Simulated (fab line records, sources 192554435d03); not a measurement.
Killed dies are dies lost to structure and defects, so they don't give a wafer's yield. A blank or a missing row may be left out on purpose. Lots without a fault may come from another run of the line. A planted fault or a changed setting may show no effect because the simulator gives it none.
Which tool did it? | flow n5_finfet | 10 lots, 30 wafers sampled, at 1 step of a route of 1938

WHAT THE GAUGES READ, wafer by wafer
N5_PMOS_HMC_CHANNEL_EPI_OVL_MEAS_10.
lot  | measured    | on         | PMOS_HMC_BLK_OVL (nm)
L387 | day 1 16:56 | overlay-02 | 2.0 2.5 2.3
L389 | day 2 05:02 | overlay-02 | 1.4 1.0 1.3
L390 | day 2 11:25 | overlay-02 | 1.5 -0.7 0.8
L391 | day 2 17:25 | overlay-02 | 0.7 0.1 0.0
L396 | day 3 23:20 | overlay-02 | 1.4 0.9 1.7
L398 | day 4 11:42 | overlay-02 | 0.9 0.5 1.4
L400 | day 4 23:01 | overlay-02 | 1.1 1.0 -0.1
L401 | day 5 05:37 | overlay-02 | -0.6 -0.2 -0.1
L408 | day 6 23:20 | overlay-02 | -0.6 -0.5 -0.3
L409 | day 7 05:08 | overlay-02 | 0.7 0.1 0.0

WHICH TOOL RAN EACH LOT (tool, then ch and the chambers of the sampled wafers, then the start)
The record holds no process step before these readings.

THE ANSWER, worked out from the rows above alone
Rule: what is usual is taken from the lots themselves. Put in order of their means at a reading, lots are off if they are a third of the lots or fewer, leave a main group of 4 or more, and stand apart from it by a gap of 3 or more times the standard deviation of the main group's means; of several such gaps the widest counts. A main group whose means are all the same, to the digits that the tables above print for the reading, isn't used. A lot without any number at a reading at which 4 lots or more have one is off too. The other lots that the step has rows for count as sound.
No lot is off at any reading shown: from this, nothing can be told.

WHAT THE SIMULATOR HAD PUT IN
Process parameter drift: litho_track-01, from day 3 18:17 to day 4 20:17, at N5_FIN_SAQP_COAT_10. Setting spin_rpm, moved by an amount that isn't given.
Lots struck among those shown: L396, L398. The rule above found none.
